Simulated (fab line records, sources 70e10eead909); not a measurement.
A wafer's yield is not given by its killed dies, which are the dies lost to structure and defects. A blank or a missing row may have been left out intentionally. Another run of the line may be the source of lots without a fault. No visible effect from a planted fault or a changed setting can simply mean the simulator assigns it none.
The tool behind it: which one? :: flow nand harc :: 11 lots, 33 wafers sampled, at 6 steps of a route of 1302

== WHAT THE GAUGES SHOWED, per wafer ==
NHARC_A_CHANNEL_HOLE_D1_INSPECT_40.
lot: L800
measured: day 8 22:22
on: defect inspect-01
raw defect count: 50 30 58

lot: L802
measured: day 9 12:14
on: defect inspect-01
raw defect count: 122 82 70

lot: L804
measured: day 10 05:19
on: defect inspect-02
raw defect count: 44 47 53

lot: L803
measured: day 10 09:22
on: defect inspect-02
raw defect count: 86 74 100

lot: L811
measured: day 13 08:30
on: defect inspect-01
raw defect count: 667 57 705

lot: L817
measured: day 16 09:35
on: defect inspect-01
raw defect count: 76 86 78

lot: L818
measured: day 16 12:14
on: defect inspect-01
raw defect count: 92 67 101

lot: L819
measured: day 17 00:54
on: defect inspect-02
raw defect count: 72 90 61

lot: L820
measured: day 17 14:14
on: defect inspect-02
raw defect count: 67 61 53

lot: L822
measured: day 17 19:57
on: defect inspect-02
raw defect count: 53 36 29

lot: L821
measured: day 17 22:02
on: defect inspect-01
raw defect count: 66 56 73

NHARC_END_SORT_01.
lot: L811
measured: day 28 19:32
on: prober-01
killed at array: 108 56 124
killed at other: 0 0 0
killed at periphery: 5 6 2
killed dies: 113 62 126
killed open: 3 5 6
killed short: 1 3 5

== WHICH TOOL RAN EACH LOT (tool, then ch and the chambers of the sampled wafers, then the start) ==
lot: L800
NHARC_A_CHANNEL_HOLE_D1_ETCH_25: har etch-01 ch 0,1, day 8 19:32
NHARC_A_CHANNEL_HOLE_D1_STRIP_27: rie diel-10 ch 1,2,3, day 8 21:32
NHARC_A_CHANNEL_HOLE_D1_XSEM_31: xsem-01 ch 0, day 8 22:17
NHARC_A_CHANNEL_FILL_D1_ALD_02: ald hk-03 ch 0,1,3, day 8 22:34

lot: L802
NHARC_A_CHANNEL_HOLE_D1_ETCH_25: har etch-02 ch 1, day 9 09:35
NHARC_A_CHANNEL_HOLE_D1_STRIP_27: rie diel-01 ch 1,2,3, day 9 11:28
NHARC_A_CHANNEL_HOLE_D1_XSEM_31: xsem-01 ch 0, day 9 12:08
NHARC_A_CHANNEL_FILL_D1_ALD_02: ald hk-01 ch 0,2,3, day 9 12:35

lot: L804
NHARC_A_CHANNEL_HOLE_D1_ETCH_25: har etch-01 ch 0,1, day 10 02:38
NHARC_A_CHANNEL_HOLE_D1_STRIP_27: rie diel-06 ch 1,3, day 10 04:26
NHARC_A_CHANNEL_HOLE_D1_XSEM_31: xsem-01 ch 0, day 10 05:13
NHARC_A_CHANNEL_FILL_D1_ALD_02: ald hk-04 ch 0,1,2, day 10 08:04

lot: L803
NHARC_A_CHANNEL_HOLE_D1_ETCH_25: har etch-02 ch 0,1, day 10 06:32
NHARC_A_CHANNEL_HOLE_D1_STRIP_27: rie diel-10 ch 0,1,3, day 10 08:31
NHARC_A_CHANNEL_HOLE_D1_XSEM_31: xsem-02 ch 0, day 10 09:16
NHARC_A_CHANNEL_FILL_D1_ALD_02: ald hk-04 ch 0,2,3, day 10 09:38

lot: L811
NHARC_A_CHANNEL_HOLE_D1_ETCH_25: har etch-01 ch 0,1, day 13 05:58
NHARC_A_CHANNEL_HOLE_D1_STRIP_27: rie diel-10 ch 1,2, day 13 07:34
NHARC_A_CHANNEL_HOLE_D1_XSEM_31: xsem-01 ch 0, day 13 08:24
NHARC_A_CHANNEL_FILL_D1_ALD_02: ald hk-03 ch 0,1,3, day 13 08:54

lot: L817
NHARC_A_CHANNEL_HOLE_D1_ETCH_25: har etch-01 ch 0,1, day 16 07:04
NHARC_A_CHANNEL_HOLE_D1_STRIP_27: rie diel-10 ch 2,3, day 16 08:42
NHARC_A_CHANNEL_HOLE_D1_XSEM_31: xsem-01 ch 0, day 16 09:29
NHARC_A_CHANNEL_FILL_D1_ALD_02: ald hk-04 ch 2,3, day 16 09:51

lot: L818
NHARC_A_CHANNEL_HOLE_D1_ETCH_25: har etch-02 ch 0,1, day 16 09:32
NHARC_A_CHANNEL_HOLE_D1_STRIP_27: rie diel-10 ch 0,2,3, day 16 11:27
NHARC_A_CHANNEL_HOLE_D1_XSEM_31: xsem-02 ch 0, day 16 12:08
NHARC_A_CHANNEL_FILL_D1_ALD_02: ald hk-04 ch 0,1, day 16 12:27

lot: L819
NHARC_A_CHANNEL_HOLE_D1_ETCH_25: har etch-01 ch 0,1, day 16 22:13
NHARC_A_CHANNEL_HOLE_D1_STRIP_27: rie diel-10 ch 0,2, day 17 00:01
NHARC_A_CHANNEL_HOLE_D1_XSEM_31: xsem-02 ch 0, day 17 00:49
NHARC_A_CHANNEL_FILL_D1_ALD_02: ald hk-01 ch 0,1,3, day 17 01:13

lot: L820
NHARC_A_CHANNEL_HOLE_D1_ETCH_25: har etch-01 ch 0,1, day 17 11:16
NHARC_A_CHANNEL_HOLE_D1_STRIP_27: rie diel-10 ch 1,2,3, day 17 13:22
NHARC_A_CHANNEL_HOLE_D1_XSEM_31: xsem-01 ch 0, day 17 14:08
NHARC_A_CHANNEL_FILL_D1_ALD_02: ald hk-04 ch 0,1,3, day 17 14:26

lot: L822
NHARC_A_CHANNEL_HOLE_D1_ETCH_25: har etch-02 ch 0,1, day 17 17:35
NHARC_A_CHANNEL_HOLE_D1_STRIP_27: rie diel-10 ch 0,1, day 17 19:07
NHARC_A_CHANNEL_HOLE_D1_XSEM_31: xsem-02 ch 0, day 17 19:52
NHARC_A_CHANNEL_FILL_D1_ALD_02: ald hk-01 ch 0,3, day 17 20:13

lot: L821
NHARC_A_CHANNEL_HOLE_D1_ETCH_25: har etch-01 ch 0,1, day 17 19:14
NHARC_A_CHANNEL_HOLE_D1_STRIP_27: rie diel-10 ch 1,2, day 17 21:10
NHARC_A_CHANNEL_HOLE_D1_XSEM_31: xsem-01 ch 0, day 17 21:57
NHARC_A_CHANNEL_FILL_D1_ALD_02: ald hk-04 ch 1,3, day 17 22:14
- NHARC_A_CHANNEL_HOLE_D1_ETCH_25: etches the open film in C4F8/O2/Ar, time 1040.2 s, target depth 1500 nm.
- NHARC_A_CHANNEL_HOLE_D1_STRIP_27: strips in O2.
- NHARC_A_CHANNEL_HOLE_D1_XSEM_31
- NHARC_A_CHANNEL_FILL_D1_ALD_02: deposits SiO2, target thk 6 nm, pulse time 10 s, ald cycles 60.

== AS READ BY THE TOOLS THEMSELVES (means over the sampled wafers that have a number; for cases with no such wafer, the mark the record gives instead) ==
NHARC_A_CHANNEL_HOLE_D1_ETCH_25.
lot: L800
tool: har etch-01
drypump motor current A (A): 6.5
showerhead plenum p Torr (Torr): 3.60
throttle valve pct (%): 32.235

lot: L802
tool: har etch-02
drypump motor current A (A): 5.7
showerhead plenum p Torr (Torr): 3.53
throttle valve pct (%): 32.235

lot: L804
tool: har etch-01
drypump motor current A (A): 6.5
showerhead plenum p Torr (Torr): 3.59
throttle valve pct (%): 32.234

lot: L803
tool: har etch-02
drypump motor current A (A): 5.6
showerhead plenum p Torr (Torr): 3.57
throttle valve pct (%): 32.236

lot: L811
tool: har etch-01
drypump motor current A (A): 6.4
showerhead plenum p Torr (Torr): 3.63
throttle valve pct (%): 32.234

lot: L817
tool: har etch-01
drypump motor current A (A): 6.4
showerhead plenum p Torr (Torr): 3.61
throttle valve pct (%): 32.236

lot: L818
tool: har etch-02
drypump motor current A (A): 5.6
showerhead plenum p Torr (Torr): 3.53
throttle valve pct (%): 32.228

lot: L819
tool: har etch-01
drypump motor current A (A): 6.4
showerhead plenum p Torr (Torr): 3.60
throttle valve pct (%): 32.242

lot: L820
tool: har etch-01
drypump motor current A (A): 6.4
showerhead plenum p Torr (Torr): 3.60
throttle valve pct (%): 32.236

lot: L822
tool: har etch-02
drypump motor current A (A): 5.6
showerhead plenum p Torr (Torr): 3.72
throttle valve pct (%): 32.232

lot: L821
tool: har etch-01
drypump motor current A (A): 6.5
showerhead plenum p Torr (Torr): 3.53
throttle valve pct (%): 32.240

NHARC_A_CHANNEL_HOLE_D1_STRIP_27.
lot: L800
tool: rie diel-10
drypump motor current A (A): 5.9
oes product au (a.u.): 1.013
rf vpp V (V): 56.6
showerhead plenum p Torr (Torr): 3.38
throttle valve pct (%): 17.031

lot: L802
tool: rie diel-01
drypump motor current A (A): 5.9
oes product au (a.u.): 0.991
rf vpp V (V): 56.8
showerhead plenum p Torr (Torr): 3.53
throttle valve pct (%): 17.033

lot: L804
tool: rie diel-06
drypump motor current A (A): 5.9
oes product au (a.u.): 1.001
rf vpp V (V): 56.8
showerhead plenum p Torr (Torr): 3.32
throttle valve pct (%): 17.036

lot: L803
tool: rie diel-10
drypump motor current A (A): 5.9
oes product au (a.u.): 1.017
rf vpp V (V): 57.8
showerhead plenum p Torr (Torr): 3.39
throttle valve pct (%): 17.032

lot: L811
tool: rie diel-10
drypump motor current A (A): 6.1
oes product au (a.u.): 1.007
rf vpp V (V): 57.7
showerhead plenum p Torr (Torr): 3.38
throttle valve pct (%): 17.027

lot: L817
tool: rie diel-10
drypump motor current A (A): 5.6
oes product au (a.u.): 1.007
rf vpp V (V): 57.5
showerhead plenum p Torr (Torr): 3.34
throttle valve pct (%): 17.034

lot: L818
tool: rie diel-10
drypump motor current A (A): 5.7
oes product au (a.u.): 0.996
rf vpp V (V): 57.4
showerhead plenum p Torr (Torr): 3.36
throttle valve pct (%): 17.034

lot: L819
tool: rie diel-10
drypump motor current A (A): 5.9
oes product au (a.u.): 0.991
rf vpp V (V): 57.4
showerhead plenum p Torr (Torr): 3.37
throttle valve pct (%): 17.037

lot: L820
tool: rie diel-10
drypump motor current A (A): 5.9
oes product au (a.u.): 1.007
rf vpp V (V): 57.6
showerhead plenum p Torr (Torr): 3.37
throttle valve pct (%): 17.042

lot: L822
tool: rie diel-10
drypump motor current A (A): 6.2
oes product au (a.u.): 1.013
rf vpp V (V): 57.8
showerhead plenum p Torr (Torr): 3.41
throttle valve pct (%): 17.038

lot: L821
tool: rie diel-10
drypump motor current A (A): 6.1
oes product au (a.u.): 1.007
rf vpp V (V): 56.2
showerhead plenum p Torr (Torr): 3.38
throttle valve pct (%): 17.041

NHARC_A_CHANNEL_HOLE_D1_XSEM_31.
lot: L800
tool: xsem-01
bot cd nm (nm): 74.2
bow nm (nm): 8.85
tilt deg (degrees): 0.00

lot: L802
tool: xsem-01
bot cd nm (nm): 77.3
bow nm (nm): 8.56
tilt deg (degrees): 0.07

lot: L804
tool: xsem-01
bot cd nm (nm): 74.5
bow nm (nm): 8.67
tilt deg (degrees): 0.20

lot: L803
tool: xsem-02
bot cd nm (nm): 75.0
bow nm (nm): 8.82
tilt deg (degrees): 0.08

lot: L811
tool: xsem-01
bot cd nm (nm): 72.2
bow nm (nm): 8.54
tilt deg (degrees): 0.08

lot: L817
tool: xsem-01
bot cd nm (nm): 71.8
bow nm (nm): 8.50
tilt deg (degrees): 0.09

lot: L818
tool: xsem-02
bot cd nm (nm): 73.5
bow nm (nm): 9.00
tilt deg (degrees): 0.13

lot: L819
tool: xsem-02
bot cd nm (nm): 74.0
bow nm (nm): 8.59
tilt deg (degrees): 0.12

lot: L820
tool: xsem-01
bot cd nm (nm): 72.3
bow nm (nm): 8.34
tilt deg (degrees): 0.03

lot: L822
tool: xsem-02
bot cd nm (nm): 73.3
bow nm (nm): 8.80
tilt deg (degrees): 0.04

lot: L821
tool: xsem-01
bot cd nm (nm): 73.4
bow nm (nm): 8.63
tilt deg (degrees): 0.13

NHARC_A_CHANNEL_FILL_D1_ALD_02.
lot: L800
tool: ald hk-03
heater power w (W): 501
precursor pulse height rel: 0.992

lot: L802
tool: ald hk-01
heater power w (W): 486
precursor pulse height rel: 0.999

lot: L804
tool: ald hk-04
heater power w (W): 520
precursor pulse height rel: 1.006

lot: L803
tool: ald hk-04
heater power w (W): 522
precursor pulse height rel: 0.988

lot: L811
tool: ald hk-03
heater power w (W): 487
precursor pulse height rel: 1.004

lot: L817
tool: ald hk-04
heater power w (W): 544
precursor pulse height rel: 0.995

lot: L818
tool: ald hk-04
heater power w (W): 501
precursor pulse height rel: 1.014

lot: L819
tool: ald hk-01
heater power w (W): 489
precursor pulse height rel: 0.998

lot: L820
tool: ald hk-04
heater power w (W): 503
precursor pulse height rel: 1.003

lot: L822
tool: ald hk-01
heater power w (W): 462
precursor pulse height rel: 0.982

lot: L821
tool: ald hk-04
heater power w (W): 488
precursor pulse height rel: 1.022

== THE ANSWER, worked out from the rows above alone ==
Rule: usual is defined by the lots themselves. The widest of any qualifying gaps counts: lots, ordered by their means at a reading, are off when they make up no more than a third of the lots, leave a main group of 4 or more, and stand apart from it by 3 or more times the standard deviation of that group's means. A main group is skipped when, at the precision printed for the reading in the tables above, its means are all equal. A lot without any number at a reading at which 4 lots or more have one is off too. Any other lot the step has rows for is counted as sound. Order of review: gauges by route order, followed by the tools' own readings, for which a lot's mean as printed above is used. At the first step where some lot is off, the reading lying furthest off is the one used; lots without a number count as furthest.
Off, at NHARC_A_CHANNEL_HOLE_D1_INSPECT_40 on raw defect count: L811. Mean 68 and standard deviation 18 in the main group.
If a tool, at a process step before that reading, ran all the lots that are off and no sound lot after the first of them, it fits. Those tools and the gauges at NHARC_A_CHANNEL_HOLE_D1_INSPECT_40 are tried in the same way. Of those tried, none fits.

== WHAT THE SIMULATOR PUT IN ==
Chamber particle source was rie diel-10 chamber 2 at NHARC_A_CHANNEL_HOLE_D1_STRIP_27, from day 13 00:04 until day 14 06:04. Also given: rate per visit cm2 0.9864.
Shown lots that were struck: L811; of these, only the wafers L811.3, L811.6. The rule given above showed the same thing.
